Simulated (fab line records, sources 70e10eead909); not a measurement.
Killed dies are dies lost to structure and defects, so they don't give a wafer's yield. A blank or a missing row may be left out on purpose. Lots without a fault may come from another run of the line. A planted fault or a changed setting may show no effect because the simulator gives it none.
Problem report in the 8D (eight disciplines) form, filled by code | flow nand_harc | the parts of the form that need people (team, actions taken, sign-off) are left out

1. THE PROBLEM
cd_nm at NHARC_A_BLC_CD_MEAS_10 reads a mean of 104.0 nm on 3 wafers of 2 lots; wafers without a fault read 100.1 nm with a standard deviation of 0.51. That is +7.7 standard deviations from the usual mean.
The step: target cd 100 nm.
First seen on wafer L612.3, day 26 14:19, on cd_sem-02. The record holds 34 wafers of 12 lots with a number at this step. Rule for "out", or "out of limits": more than 4 standard deviations from the usual mean. The other wafers with a number count as sound.

2. WHAT IT IS AND WHAT IT IS NOT
question                    | is                     | is not
which readings at this step | cd_nm                  | -
which lots                  | L612, L613             | L604, L607, L609, L617, L620, L621, L622, L623, L624, L626
which wafers of those lots  | L612.3, L612.5, L613.5 | L613.1
read on which gauges        | cd_sem-02              | cd_sem-01, cd_sem-03
when                        | from day 26 14:19      | up to then (9 sound wafers); but 22 sound wafers of L613, L617, L620, L621, L622, L623, L624, L626 came after

3. SUSPECTS, AND WHAT RULES EACH OUT
Counting: a tool at a process step up to the reading stays a suspect if it ran every lot that is out. Sound lots after the first of them don't rule it out here, since some wafers of a struck lot are sound.
- the gauge at NHARC_A_BLC_CD_MEAS_10: kept. All the wafers that are out were read on cd_sem-02, and no step on other tools shows them out.
- har_cap_etch-01 at NHARC_A_CONTACT_ETCH_137 (etches the open film in C4F8/O2/Ar, time 311 s, target depth 1912 nm): kept. It ran every lot that is out, first L612 (day 26 09:53).
- litho_track-01 at NHARC_A_BLC_PEB_08 (peb time 65 s): kept. It ran every lot that is out, first L612 (day 26 14:14); its last sound lot up to then is L607 (day 23 07:23).
Left after counting: har_cap_etch-01 at NHARC_A_CONTACT_ETCH_137, litho_track-01 at NHARC_A_BLC_PEB_08, cd_sem-02 at NHARC_A_BLC_CD_MEAS_10.

4. THE CAUSE (what the simulator had put in)
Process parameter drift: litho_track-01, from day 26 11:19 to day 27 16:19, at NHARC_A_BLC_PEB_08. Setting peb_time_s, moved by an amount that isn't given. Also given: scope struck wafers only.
Counting left 3 suspects, and this tool is among them.

5. THE CHAIN OF EFFECTS, in route order
Each row: a reading whose mean over the struck wafers that have a number lies more than 3 standard deviations from the usual. Only readings for which the record gives a usual standard deviation are gone through. hours: the time from each lot's start at the first step in this table that gives one to its start at this step, as a median over the lots. sigmas: the change in usual standard deviations.
hours | step                   | reading | usual    | on struck wafers | change | sigmas
0     | NHARC_A_BLC_CD_MEAS_10 | cd_nm   | 100.1 nm | 104.0            | +3.9   | +7.7

6. WHAT WOULD HAVE CAUGHT IT SOONER
In this record the first reading out of limits at a measuring or inspecting step was taken at day 26 14:19, 3 hours after the fault began at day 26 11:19.
Of the tool readings at NHARC_A_BLC_PEB_08 for which the record gives a usual standard deviation, none was out on any struck wafer, so an alarm limit of 4 standard deviations on them would not have fired.
Of the lots that are out (2), L613 began NHARC_A_BLC_PEB_08 on litho_track-01 after day 26 14:19. A hold on the tool at that time would have spared it.
